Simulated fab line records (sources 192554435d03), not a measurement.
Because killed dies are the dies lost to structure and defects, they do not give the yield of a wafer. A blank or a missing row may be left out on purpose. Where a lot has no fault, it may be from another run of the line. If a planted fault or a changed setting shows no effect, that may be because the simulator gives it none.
fab line records	flow n5_finfet
record: lots: 10	wafers: 26	last_day: 17
route steps=1938 shown BEOL_M2@857 BEOL_M4@1111 PASSIVATION@1936
lots with no fault: from the same line, run without faults
start_h: start of the lot's first displayed wafer, in hours after the record's first day	wait_h: hours since the lot's step before	" the same as in the row above	L1.1+2: several wafers, shown together as one row	- value missing, or start not given	* or withheld: withheld	< > ~ a bound
route shown NAME@n: NAME is a module with steps in the file, n the number in the route of the first one	usual: the fault-free wafers' mean and standard deviation	same: alike in all rows	chamber/n: place in a boat	sites: readings site by site	_std_site: standard deviation of those values	_edge_site: the outer-site mean with the inner-site mean subtracted	radius_mm: for every site, how far away it sits from the centre of the wafer	mask NAME#n: copy n	behind: the tool/chamber that last shaped the wafer	hold: why the lot went on hold/how many hours it stayed there/how the hold came to an end	device: transistor that didn't switch, given as n, p or np	end of line: the same wafers' tests at the end of the route	a step without rows: its recipe alone	killed: dies lost to structure and defects at the first sort, not the wafer's yield	map: a wafer's dies, marking killed ones x, the rest . and places with no die _
set.NAME: the setting as run; set.NAME@STEP: as run at that earlier step	model.NAME: the simulator's own value behind a step, which no gauge read
the route's steps for a sample of lots (tables are steps, rows are wafers)
services: from which hour (start_h, from the record's first day; less than 0 if before it) a tool's chamber was out of use, for how many hours, and why
== steps ==
step: N5_BEOL_M2_DESCUM_16
recipe: chemistry: O2	time_s: 7	source_power_w: 50	bias_power_w: 20	pressure_mtorr: 20	rf_frequency_hz: 2.712e+07	temp_c: 40	resist: CAR-EUV	o2_flow_sccm: 225
usual: drypump_motor_current_A: 5.7/0.4	o2_flow_sccm: 224.9/0.67	oes_product_au: 0.78/0.086	rf_fwd_power_W: 49.37/0.27	rf_vpp_V: 243.4/1.5	showerhead_plenum_p_Torr: 2.11/0.076	throttle_valve_pct: 20.46/0.27
lot.wafer	tool	chamber	start_h	wait_h	drypump_motor_current_A	o2_flow_sccm	oes_product_au	rf_fwd_power_W	rf_hours_counter_h	rf_vpp_V	showerhead_plenum_p_Torr	throttle_valve_pct
L789.1	rie_diel-03	2	139.84	0.1	5.6	224.4	0.76	49.60	118	243.0	2.13	20.66
L789.4	"	3	"	"	6.0	225.2	0.87	49.56	54	243.0	2.16	20.39
L790.1	rie_diel-03	3	142.13	0.0	6.0	225.1	0.87	49.31	55	243.6	2.16	20.39
L790.4	"	1	"	"	6.2	224.3	0.70	49.13	239	242.2	2.05	20.23
L790.6	"	1	"	"	6.2	222.8	0.70	49.15	-	242.8	2.05	20.21
L791.2	rie_diel-01	3	150.56	0.0	5.8	224.5	0.71	49.69	195	242.7	2.17	20.96
L791.4	"	1	"	"	6.1	225.4	0.76	49.60	-	243.4	2.09	20.47
L791.6	"	2	"	"	5.1	224.4	0.90	49.17	-	243.6	2.06	20.30
L792.1	rie_diel-03	2	156.41	0.0	5.6	226.0	0.76	49.60	124	241.7	2.13	20.67
L792.3	"	1	"	"	6.2	224.9	0.69	49.34	244	241.8	2.05	20.24
L792.4	"	0	"	"	5.4	224.2	0.66	49.40	231	239.9	1.97	20.57
L794.1	rie_diel-02	2	169.51	0.1	5.3	226.2	0.88	49.89	20	243.5	2.23	20.45
L794.3	"	1	"	"	5.9	226.4	0.66	49.30	252	241.5	1.95	20.45
L794.6	"	3	"	"	6.4	224.0	0.82	49.66	-	244.7	2.11	20.16
L802.3	rie_diel-01	1	216.52	0.3	6.1	224.3	0.73	49.79	198	244.5	2.08	20.50
L802.5	"	0	"	"	5.8	224.8	0.70	49.04	-	245.4	2.16	20.43
L805.4	rie_diel-02	2	240.36	0.2	5.3	225.1	0.84	49.80	44	245.8	2.22	20.48
L805.5	"	2	"	"	5.3	225.0	0.84	49.46	-	245.1	2.22	20.47
L806.3	rie_diel-01	2	242.51	0.3	5.2	225.2	0.84	49.22	68	240.9	2.05	20.34
L806.4	"	3	"	"	5.7	225.0	0.68	49.24	226	243.4	2.16	20.99
L808.2	rie_diel-01	2	256.85	0.0	5.1	225.6	0.83	48.94	74	241.7	2.04	20.36
L808.4	"	3	"	"	5.8	225.1	0.67	49.29	232	242.7	2.16	21.00
L808.6	"	2	"	"	5.1	225.9	0.82	49.11	-	241.9	2.04	20.35
L809.3	rie_diel-02	3	262.49	0.1	6.4	224.5	0.78	49.41	111	243.2	2.09	20.21
L809.4	"	2	"	"	5.3	224.8	0.83	49.74	-	244.4	2.21	20.48
L809.6	"	1	"	"	5.9	225.2	0.90	49.36	-	246.2	2.20	20.04
step: N5_BEOL_M2_COAT_76
recipe: resist: underlayer	temp_c: 205	time_s: 60	spin_rpm: 1500	resist_thk_nm: 5
usual: heater_power_total_W: 391.6/1.3	run_length_s: 66.35/0.13
lot.wafer	tool	chamber	start_h	wait_h	heater_power_total_W	run_length_s
L789.1	litho_track-01	0	140.43	-	390.2	66.32
L789.4	"	0	"	"	390.2	66.24
L790.1	litho_track-02	0	142.70	-	391.1	66.21
L790.4	"	0	"	"	390.4	66.60
L790.6	"	0	"	"	389.4	66.47
L791.2	litho_track-04	0	151.03	-	390.2	66.36
L791.4	"	0	"	"	392.5	66.34
L791.6	"	0	"	"	392.6	66.31
L792.1	litho_track-02	0	156.98	-	392.8	66.29
L792.3	"	0	"	"	391.3	66.41
L792.4	"	0	"	"	389.9	66.61
L794.1	litho_track-01	0	170.01	-	390.4	66.39
L794.3	"	0	"	"	393.0	66.43
L794.6	"	0	"	"	390.2	66.16
L802.3	litho_track-02	0	217.11	-	418.7	60.04
L802.5	"	0	"	"	420.3	60.05
L805.4	litho_track-02	0	240.85	-	389.7	66.48
L805.5	"	0	"	"	416.7	60.04
L806.3	litho_track-02	0	243.08	-	416.6	59.96
L806.4	"	0	"	"	392.1	66.33
L808.2	litho_track-04	0	257.32	-	389.5	66.33
L808.4	"	0	"	"	393.6	66.70
L808.6	"	0	"	"	392.7	66.41
L809.3	litho_track-04	0	263.07	-	391.3	66.49
L809.4	"	0	"	"	393.5	66.36
L809.6	"	0	"	"	390.0	66.33
step: N5_BEOL_M2_INSPECT_30
recipe: mode: adi	inspect_instrument: brightfield
usual: raw_defect_count: 430/100
lot.wafer	tool	chamber	start_h	wait_h	raw_defect_count
L789.1	defect_inspect-02	-	140.93	0.1	339
L789.4	"	-	"	"	307
L790.1	defect_inspect-02	-	143.19	0.1	370
L790.4	"	-	"	"	358
L790.6	"	-	"	"	370
L791.2	defect_inspect-01	-	151.40	0.0	484
L791.4	"	-	"	"	378
L791.6	"	-	"	"	419
L792.1	defect_inspect-01	-	157.34	0.1	319
L792.3	"	-	"	"	362
L792.4	"	-	"	"	543
L794.1	defect_inspect-01	-	170.50	0.1	396
L794.3	"	-	"	"	531
L794.6	"	-	"	"	497
L802.3	defect_inspect-01	-	217.49	0.1	315
L802.5	"	-	"	"	314
L805.4	defect_inspect-02	-	241.36	0.0	296
L805.5	"	-	"	"	401
L806.3	defect_inspect-01	-	243.57	0.0	285
L806.4	"	-	"	"	277
L808.2	defect_inspect-02	-	257.82	0.0	529
L808.4	"	-	"	"	532
L808.6	"	-	"	"	551
L809.3	defect_inspect-02	-	263.56	0.0	445
L809.4	"	-	"	"	428
L809.6	"	-	"	"	524
step: N5_BEOL_M2_ETCH_77
recipe: chemistry: N2/H2	target: underlayer	target_depth_a: 65	mask_material: CAR-EUV	time_s: 5.2	ion_energy_ev: 200	pressure_mtorr: 30	source_w: 840	bias_w: 150	n2_flow_sccm: 200	h2_flow_sccm: 200	ends: cleared
usual: bias_w: 150.0/0.46	drypump_motor_current_A: 5.7/0.34	etch_rf_on_time_s: 5.31/0.22	n2_flow_sccm: 200.0/0.59	oes_product_au: 0.66/0.079	rf_fwd_power_W: 819.6/2.8	rf_vpp_V: 523.9/2.9	showerhead_plenum_p_Torr: 2.54/0.085	throttle_valve_pct: 17.82/0.28
lot.wafer	tool	chamber	start_h	wait_h	bias_w	drypump_motor_current_A	etch_rf_on_time_s	n2_flow_sccm	oes_product_au	rf_fwd_power_W	rf_hours_counter_h	rf_vpp_V	showerhead_plenum_p_Torr	throttle_valve_pct
L789.1	rie_diel-03	2	141.05	0.0	150.6	5.6	5.45	199.5	0.65	820.8	118	523.2	2.53	17.63
L789.4	"	3	"	"	149.5	6.0	5.28	201.0	0.73	819.7	54	526.3	2.58	17.61
L790.1	rie_diel-02	1	143.26	0.0	149.7	5.9	5.32	200.4	0.58	822.6	242	519.6	2.40	18.04
L790.4	"	1	"	"	150.3	5.9	5.33	200.7	0.59	822.9	-	517.3	2.41	18.04
L790.6	"	2	"	"	150.0	5.3	4.96	199.9	0.81	822.2	-	528.2	2.72	17.95
L791.2	rie_diel-02	1	151.46	0.0	149.8	5.9	5.33	200.4	0.57	814.0	246	520.8	2.40	18.04
L791.4	"	2	"	"	150.0	5.3	4.86	200.6	0.79	820.7	-	530.8	2.72	17.96
L791.6	"	0	"	"	149.3	5.1	5.30	199.4	0.60	818.1	-	518.8	2.42	18.19
L792.1	rie_diel-01	3	157.41	0.0	149.6	5.8	4.88	201.1	0.61	817.2	197	527.2	2.63	18.36
L792.3	"	2	"	"	149.6	5.1	5.01	201.0	0.77	820.5	40	522.4	2.47	17.42
L792.4	"	2	"	"	150.0	5.1	4.98	199.6	0.76	818.1	-	521.9	2.47	17.42
L794.1	rie_diel-03	0	170.57	0.0	150.0	5.4	5.58	199.2	0.56	818.3	235	519.8	2.42	18.15
L794.3	"	2	"	"	150.3	5.6	5.50	199.4	0.63	824.0	129	524.2	2.52	17.67
L794.6	"	1	"	"	150.4	6.2	5.32	200.6	0.59	818.1	-	522.1	2.49	17.74
L802.3	rie_diel-01	3	217.58	0.0	149.9	5.8	4.92	200.1	0.61	821.6	217	528.5	2.62	18.40
L802.5	"	0	"	"	149.4	5.8	5.71	200.7	0.58	816.9	-	525.0	2.64	17.90
L805.4	rie_diel-03	0	241.57	0.0	150.6	5.4	5.32	199.3	0.81	817.6	-	529.1	2.73	17.69
L805.5	"	2	"	"	150.0	5.6	5.49	200.7	0.62	823.9	-	524.4	2.51	17.72
L806.3	rie_diel-03	1	243.64	0.0	149.2	6.2	4.98	199.8	0.77	823.4	13	520.3	2.48	17.32
L806.4	"	3	"	"	150.0	6.0	5.25	199.0	0.69	816.1	97	523.8	2.56	17.68
L808.2	rie_diel-01	1	257.88	0.0	150.1	6.1	5.51	199.6	0.60	819.1	213	524.0	2.53	17.95
L808.4	"	2	"	"	150.5	5.1	5.15	200.3	0.71	820.4	74	520.3	2.45	17.52
L808.6	"	0	"	"	149.7	5.8	5.61	200.6	0.58	818.9	-	525.2	2.64	17.92
L809.3	rie_diel-01	3	263.63	0.0	150.1	5.8	4.94	200.0	0.59	821.3	234	523.4	2.61	18.41
L809.4	"	1	"	"	149.7	6.1	5.41	199.2	0.60	819.2	216	523.6	2.52	17.96
L809.6	"	0	"	"	149.3	5.8	5.65	201.1	0.58	820.6	-	527.2	2.63	17.92
step: N5_BEOL_M4_RC_MEAS_101
usual: DIBL_N: 36.6/2.3	DIBL_P: 36.3/2.8	IOFF_N: 0.17/0.047	IOFF_P: 0.22/0.048	ION_N: 676/14	ION_P: 463/9.4	SS_N: 71.6/0.84	SS_P: 73.4/0.85	VT_N: 249/3.7	VT_P: -249/3.6
lot.wafer	tool	chamber	start_h	wait_h	DIBL_N[mV/V]	DIBL_P[mV/V]	IOFF_N[nA/um]	IOFF_P[nA/um]	ION_N[uA/um]	ION_P[uA/um]	SS_N[mV/dec]	SS_P[mV/dec]	VT_N[mV]	VT_P[mV]
L790.1	prober-02	0	172.33	0.0	39.8	40.1	0.27	0.34	711	485	72.3	74.3	239	-244
L790.4	"	0	"	"	37.6	37.1	0.19	0.26	672	471	71.8	73.2	248	-245
L790.6	"	0	"	"	38.7	38.1	0.21	0.27	676	470	71.5	73.4	245	-247
L789.1	prober-01	0	179.42	0.0	36.9	36.2	0.16	0.22	660	461	71.9	73.2	249	-249
L789.4	"	0	"	"	35.2	33.8	0.14	0.19	671	462	71.6	72.3	254	-254
L791.2	prober-01	0	183.49	0.2	40.4	40.0	0.26	0.29	687	462	72.7	74.0	244	-246
L791.4	"	0	"	"	39.9	40.6	0.26	0.30	703	478	72.6	74.3	241	-244
L791.6	"	0	"	"	40.9	40.4	0.29	0.29	703	477	72.7	73.8	242	-245
L792.1	prober-02	0	188.09	0.0	36.2	36.8	0.14	0.19	661	457	70.4	74.2	252	-254
L792.3	"	0	"	"	36.8	38.0	0.16	0.21	674	462	71.6	73.8	249	-251
L792.4	"	0	"	"	40.1	39.1	0.21	0.23	681	452	71.8	74.6	246	-253
L794.1	prober-02	0	204.35	0.0	34.6	32.4	0.12	0.14	672	458	71.3	72.5	255	-256
L794.3	"	0	"	"	39.8	40.0	0.20	0.24	696	465	72.4	74.5	250	-250
L794.6	"	0	"	"	39.2	39.3	0.18	0.23	694	469	72.4	74.1	248	-251
L802.3	prober-02	0	246.08	0.3	36.7	38.0	0.15	0.22	657	458	72.2	73.2	250	-250
L802.5	"	0	"	"	34.2	35.2	0.12	0.18	660	461	70.7	72.0	252	-252
L805.4	prober-02	0	266.08	0.5	38.5	39.3	0.22	0.29	693	476	72.6	74.6	245	-243
L805.5	"	0	"	"	37.3	36.9	0.20	0.24	683	471	72.7	74.1	247	-248
L806.3	prober-01	0	273.90	0.3	33.5	33.8	0.12	0.17	658	456	70.8	71.8	251	-252
L806.4	"	0	"	"	36.1	36.4	0.16	0.22	679	466	71.5	73.1	250	-250
L809.3	prober-02	0	291.28	0.3	36.4	35.4	0.16	0.19	668	458	71.6	72.9	250	-252
L809.4	"	0	"	"	34.7	33.0	0.13	0.17	688	471	71.2	72.6	250	-251
L809.6	"	0	"	"	36.7	35.2	0.16	0.20	681	469	71.7	73.6	252	-248
L808.2	prober-02	0	295.01	0.2	35.8	32.8	0.16	0.16	665	450	71.0	72.8	249	-256
L808.4	"	0	"	"	35.3	35.1	0.15	0.19	659	446	71.2	72.9	247	-252
L808.6	"	0	"	"	33.0	32.1	0.12	0.16	671	462	71.2	71.8	252	-254
step: N5_PASSIVATION_PROBE_49
usual: defect_limited_yield: 91.5/1.5	killed_at_M0_to_M3: 33/9.9	killed_at_M4_up: 14/5.2	killed_at_contacts: 11/5.2	killed_at_front_end: 38/10	killed_at_other: 4/3.5	killed_dies: 100/18	killed_open: 66/14	killed_short: 32/6.9	sort_bin_5_function: 5.0/1	sort_bin_6_memory: 3.1/0.69	sort_n_pass: 1080/18	sort_yield_pct: 91.5/1.5
same: gross_dies: 1180	killed_at_back_side: 0	sort_bin_4_leakage[%]: 0	sort_bin_8_speed[%]: 0
lot.wafer	tool	chamber	start_h	wait_h	defect_limited_yield[%]	killed_at_M0_to_M3	killed_at_M4_up	killed_at_contacts	killed_at_front_end	killed_at_other	killed_dies	killed_open	killed_short	sort_bin_5_function[%]	sort_bin_6_memory[%]	sort_n_pass	sort_yield_pct[%]
L805.4	prober-02	-	404.98	0.2	91.4	46	10	11	32	2	101	66	35	5.3	2.7	1079	91.4
killed by level:class
L805.4 STI_FIN_REVEAL:geometric_particle:open=15 BEOL_M0_SAQP:geometric_particle:short=15 BEOL_M0_SAQP:geometric_particle:open=11 MOL_CONTACT_COAG:geometric_particle:open=9 BEOL_M2:geometric_particle:open=6 STI_FIN_REVEAL:geometric_particle:short=5 BEOL_M0:geometric_particle:open=4 FIN_SAQP:geometric_particle:open=3
== services ==
tool	chamber	start_h	hours	kind
rie_diel-03	2	128.56	3.6	repair
rie_diel-02	3	139.10	12.7	repair
rie_diel-01	0	143.26	26.3	repair
rie_diel-03	1	174.77	-	clean
rie_diel-03	1	174.77	-	consumable_replace:focus_ring
rie_diel-03	1	174.77	17.9	scheduled_down
rie_diel-03	1	174.77	17.9	vent_cycle
rie_diel-02	1	177.05	-	clean
rie_diel-02	1	177.05	-	consumable_replace:focus_ring
rie_diel-02	1	177.05	-	consumable_replace:showerhead
rie_diel-02	1	177.05	17.0	scheduled_down
rie_diel-02	1	177.05	17.0	vent_cycle
rie_diel-03	0	206.91	-	clean
rie_diel-03	0	206.91	-	consumable_replace:focus_ring
rie_diel-03	0	206.91	-	consumable_replace:showerhead
rie_diel-03	0	206.91	19.3	scheduled_down
rie_diel-03	0	206.91	19.3	vent_cycle
litho_track-04	-	216.00	-	consumable_replace:filter
rie_diel-01	0	227.96	4.4	repair
rie_diel-02	0	261.01	-	clean
rie_diel-02	0	261.01	-	consumable_replace:focus_ring
rie_diel-02	0	261.01	-	consumable_replace:showerhead
rie_diel-02	0	261.01	24.3	scheduled_down
rie_diel-02	0	261.01	24.3	vent_cycle
== key ==
first_sign: step: N5_BEOL_M2_COAT_76	reading: run_length_s	direction: down	sigmas: 50	usual: *	struck: *
effect: step: N5_BEOL_M2_COAT_76	reading: heater_power_total_W	direction: up	sigmas: 20	usual: *	struck: *
met_at N5_BEOL_M2_COAT_76
struck_lots L802,L805,L806
struck_wafers L802.3,L802.5,L805.5,L806.3
not_acting_at N5_BEOL_M2_DESCUM_16,N5_BEOL_M2_INSPECT_30,N5_BEOL_M2_ETCH_77
onset_between 156.98 217.11
fault: kind: process_parameter_drift	tool: litho_track-02	chamber: -	onset_h: 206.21	steps: N5_BEOL_M2_COAT_76	channel: time_s	offset: *	shape: step	end_h: 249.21	scope: struck_wafers_only	acts_in: *	stated: *
